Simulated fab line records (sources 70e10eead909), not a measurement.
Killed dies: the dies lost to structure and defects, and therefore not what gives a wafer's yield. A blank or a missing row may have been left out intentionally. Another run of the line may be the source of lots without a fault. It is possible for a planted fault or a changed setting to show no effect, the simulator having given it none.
What tool caused it?    flow nandHarc    6 lots (18 wafers sampled), 1 step of a 1302-step route

== WHAT EACH GAUGE READ, for each wafer ==
NHARC_P_BONDPAD_INSPECT_23.
lot   measured      on                rawDefectCount
L640  day 7 18:42   defectInspect-02  272 304 240
L644  day 8 22:05   defectInspect-01  277 221 176
L649  day 11 10:05  defectInspect-02  192 208 205
L652  day 13 00:50  defectInspect-02  581 757 498
L654  day 13 14:02  defectInspect-02  225 303 330
L661  day 16 04:43  defectInspect-02  284 288 287

== EACH LOT AND THE TOOL THAT RAN IT (in order: tool; ch and the chambers of the sampled wafers; start) ==
The record shows no process step preceding these readings.

== THE ANSWER, worked out from the rows above alone ==
Rule: the usual values come from the lots themselves. Put in order of their means at a reading, lots are off if they are a third of the lots or fewer, leave a main group of 4 or more, and stand apart from it by a gap of 3 or more times the standard deviation of the main group's means; of several such gaps the widest counts. A main group whose means are all the same, to the digits that the tables above print for the reading, isn't used. Also off: a lot with no number at a reading for which 4 or more lots have one. Any other lot the step has rows for is counted as sound.
Off: L652 (NHARC_P_BONDPAD_INSPECT_23, rawDefectCount). The main group has a mean of 254 with a standard deviation of 35.
A tool fits if, at a process step before that reading, it ran every lot that is off, and no sound lot after the first of them. Gauges at NHARC_P_BONDPAD_INSPECT_23: tried the same way as those tools. Not one of the candidates tried fits.

== WHAT THE SIMULATOR HAD PUT IN ==
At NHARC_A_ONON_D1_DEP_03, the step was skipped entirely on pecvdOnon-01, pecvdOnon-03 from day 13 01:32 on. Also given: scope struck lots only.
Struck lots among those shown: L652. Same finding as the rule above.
